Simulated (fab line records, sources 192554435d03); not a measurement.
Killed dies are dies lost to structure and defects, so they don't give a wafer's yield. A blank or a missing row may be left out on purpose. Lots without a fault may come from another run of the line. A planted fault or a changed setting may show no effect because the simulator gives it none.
A struck lot beside a sound one | flow n5_finfet | 16 steps out of a route of 1938
Sound: wafers L615.2, L615.4, L615.5. Struck: wafers L606.1, L606.2, L606.6. The cause comes at the end.
At each step with rows: each side's tool, then ch and its chambers, then its first start. Under that, the readings that differ: sound wafers | struck wafers | difference of the means | sigmas: that difference in standard deviations of wafers without a fault.
alike: readings whose means differ by less than 2 such deviations, and words and numbers that are the same on both sides. not compared: withheld readings, readings that some wafer has no value for, bounds like >300 that may hide the same value, and numbers for which the record gives no deviation and whose values overlap.
The two part at a step that has a row with sigmas, a row that says differs or no value, or rows on one side only. Numbers that don't overlap but have no deviation are shown without sigmas and don't part them. A reading that every wafer of one side lacks parts them only if that side has two wafers or more.

N5_BEOL_M4_SPUTTER_92: material Cu, target thk 4.5 nm, time 8.29 s.
  sound on pvd_sputter-01, day 12 08:44; struck on pvd_sputter-03, day 9 23:24
  alike: substrate_temp_c, throttle_valve_pct
then, 1 step without rows for these wafers: N5_BEOL_M4_ANNEAL_93 (time 240 s).
N5_BEOL_M4_SPUTTER_94: material Cu, target thk 4.5 nm, time 8.29 s.
  sound on pvd_sputter-01, day 12 08:57; struck on pvd_sputter-03, day 9 23:37
  alike: substrate_temp_c, throttle_valve_pct
N5_BEOL_M4_ANNEAL_95: time 240 s.
  sound on pvd_sputter-01, day 12 09:02; struck on pvd_sputter-03, day 9 23:42
  alike: heater_power_w
then, 3 steps without rows for these wafers: N5_BEOL_M4_SPUTTER_96 (material Cu, target thk 4.5 nm, time 8.29 s); N5_BEOL_M4_ECD_50 (material Cu, target thk 300 nm); N5_BEOL_M4_ANNEAL_51 (time 90 s).
N5_BEOL_M4_CMP_52: polishes, stops on SiOC, t overpolish 6.8 s, target thk 40 nm.
  sound on cmp-02 ch 1,3, day 12 11:07; struck on cmp-01 ch 1,2,3, day 10 00:20
  reading             | sound       | struck      | difference | sigmas
  motor_current_A (A) | 5.3 5.2 5.0 | 6.1 6.7 5.9 | +1.1       | +3
  alike: barrier_field_endpoint_s, overpolish_run_s, time_to_endpoint_s
  not compared: pad_life_wafers
N5_BEOL_M4_THK_MEAS_53: measures by xrf.
  sound on film_metro-02, day 12 11:23; struck on film_metro-01, day 10 00:38
  alike: M4_THK
then, 1 step without rows for these wafers: N5_BEOL_M4_PRE_CLEAN_60 (time 15 s).
N5_BEOL_M4_CO_CAP_55: material Co, precursor CCTBA/H2, target thk 2 nm, time 102.1 s.
  sound on cvd_co-02 ch 0,1, day 12 11:27; struck on cvd_co-01 ch 0,2, day 10 00:43
  alike: chamber_pressure_Torr, heater_power_w
then, 1 step without rows for these wafers: N5_BEOL_M4_PRE_CLEAN_56 (time 15 s).
N5_BEOL_M4_DEP_57: deposits SiCN from 3MS/NH3, target thk 8 nm, time 14 s.
  sound on pecvd-02 ch 1,2, day 12 11:34; struck on pecvd-01 ch 0,2, day 10 00:49
  reading                                  | sound     | struck      | difference | sigmas
  model.SiCN_of_BEOL_M4_DEP_57.thk_nm (nm) | 7.8 7.8 8 | 8.2 8.2 8.6 | +0.5       |
  alike: chamber_pressure_Torr, showerhead_plenum_p_Torr, throttle_valve_pct
N5_BEOL_M4_RS_MEAS_58: measures by four-point-probe.
  sound on film_metro-01, day 12 11:38; struck on film_metro-02, day 10 00:53
  alike: M4_RS
N5_BEOL_M4_RC_MEAS_101:
  sound on prober-01 ch 0, day 12 11:50; struck on prober-01 ch 0, day 10 00:56
  alike: DIBL_N, DIBL_P, IOFF_N, IOFF_P, ION_N, ION_P, SS_N, SS_P, VT_N, VT_P
-- the record jumps here: 4 days lie between the struck wafers' starts before and after (it left off in module BEOL_M4 and takes up again in module PASSIVATION, whose first step shown is number 1936 of the route) --
N5_PASSIVATION_PROBE_49:
  the record has rows for the struck wafers here (prober-02, day 14 07:37) and none for the sound ones

WHERE THEY PART
First at N5_BEOL_M4_CMP_52; last, within this record, at N5_PASSIVATION_PROBE_49.

WHY: what the simulator had put in
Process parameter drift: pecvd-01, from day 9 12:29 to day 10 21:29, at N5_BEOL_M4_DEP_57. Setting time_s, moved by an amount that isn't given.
